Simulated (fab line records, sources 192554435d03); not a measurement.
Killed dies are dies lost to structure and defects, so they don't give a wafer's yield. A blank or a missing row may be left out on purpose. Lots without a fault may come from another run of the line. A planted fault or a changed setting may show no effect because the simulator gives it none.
Chamber matching | flow n5_finfet | N5_GATE_CUT_STRIP_42 on rie_diel-01: 4 sister chambers
The step strips in O2. 8 wafers are shown with their chamber, then 11 later ones without.

WAFERS WITH THEIR CHAMBER
wafer  | chamber | showerhead_plenum_p_Torr (Torr) | oes_product_au (a.u.)
L078.1 | 0       | 2.11                            | 0.70
L080.3 | 0       | 2.11                            | 0.70
L084.2 | 2       | 2.17                            | 0.73
L084.6 | 1       | 2.07                            | 0.94
L085.1 | 1       | 2.07                            | 0.94
L085.2 | 3       | 2.07                            | 0.72
L085.6 | 2       | 2.17                            | 0.72
L087.2 | 3       | 2.06                            | 0.72

WAFERS WITHOUT THEIR CHAMBER
wafer  | showerhead_plenum_p_Torr (Torr) | oes_product_au (a.u.)
L087.3 | 2.17                            | 0.72
L087.6 | 2.11                            | 0.98
L089.2 | 2.11                            | 0.97
L089.4 | 2.17                            | 0.72
L089.6 | 2.06                            | 0.92
L093.1 | 2.06                            | 0.72
L093.5 | 2.06                            | 0.71
L093.6 | 2.16                            | 0.72
L096.4 | 2.10                            | 0.93
L096.5 | 2.06                            | 0.71
L096.6 | 2.16                            | 0.71

WHICH CHAMBER EACH WENT THROUGH
wafer  | from the rows above | in truth
L087.3 | 2                   | 2
L087.6 | 1                   | 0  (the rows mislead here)
L089.2 | 1                   | 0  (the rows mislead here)
L089.4 | 2                   | 2
L089.6 | 1                   | 1
L093.1 | 3                   | 3
L093.5 | 3                   | 3
L093.6 | 2                   | 2
L096.4 | 1                   | 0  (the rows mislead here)
L096.5 | 3                   | 3
L096.6 | 2                   | 2
Placed correctly: 8 of 11. Can't be placed from these rows: 0. Placed wrongly: 3.
How it was worked out, from the rows above alone: a wafer's distance from a chamber is the root of the sum, over the readings, of the square of ((its reading less the chamber's mean) divided by the reading's scatter). The wafer belongs to the nearest chamber; if the next one is less than 2 further off, it can't be placed. A chamber's mean is the mean of its shown wafers. The scatter: the root of (the sum of the squares of (reading less its chamber's mean) over the shown wafers, divided by (wafers less chambers)).
